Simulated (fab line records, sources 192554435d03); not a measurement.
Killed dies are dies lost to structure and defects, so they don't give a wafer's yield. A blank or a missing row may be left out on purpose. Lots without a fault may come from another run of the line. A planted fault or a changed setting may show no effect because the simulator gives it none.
Chamber matching | flow n5_finfet | N5_BEOL_M3_ALD_98 on ald_sin-01: 4 sister chambers
The step deposits SiO2, target thk 2.5 nm, pulse time 1 s, co reactant pulse time 1 s. 4 wafers are shown with their chamber, then 8 later ones without.

WAFERS WITH THEIR CHAMBER
wafer  | chamber | heater_power_w (W)
L082.2 | 1       | 89
L082.4 | 2       | 77
L084.5 | 0       | 77
L085.1 | 3       | 67

WAFERS WITHOUT THEIR CHAMBER
wafer  | heater_power_w (W)
L085.3 | 77
L085.5 | 75
L086.2 | 80
L086.3 | 92
L086.6 | 66
L091.2 | 78
L091.5 | 69
L091.6 | 82

WHICH CHAMBER EACH WENT THROUGH
wafer  | from the rows above          | in truth
L085.3 | can't be placed: 0 or 2      | 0
L085.5 | can't be placed: 0 or 2      | 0
L086.2 | can't be placed: 0 or 2      | 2
L086.3 | 1                            | 1
L086.6 | 3                            | 3
L091.2 | can't be placed: 0 or 2      | 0
L091.5 | 3                            | 3
L091.6 | can't be placed: 0 or 2 or 1 | 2
Placed correctly: 3 of 8. Can't be placed from these rows: 5 (the true chamber is among the candidates in 5). Placed wrongly: 0.
How it was worked out, from the rows above alone: a wafer's distance from a chamber is the root of the sum, over the readings, of the square of ((its reading less the chamber's mean) divided by the reading's scatter). The wafer belongs to the nearest chamber; if the next one is less than 2 further off, it can't be placed. A chamber's mean is the mean of its shown wafers. The scatter: with one shown wafer a chamber, the root of the mean of the squares of how far each hidden wafer lies from its nearest shown one.
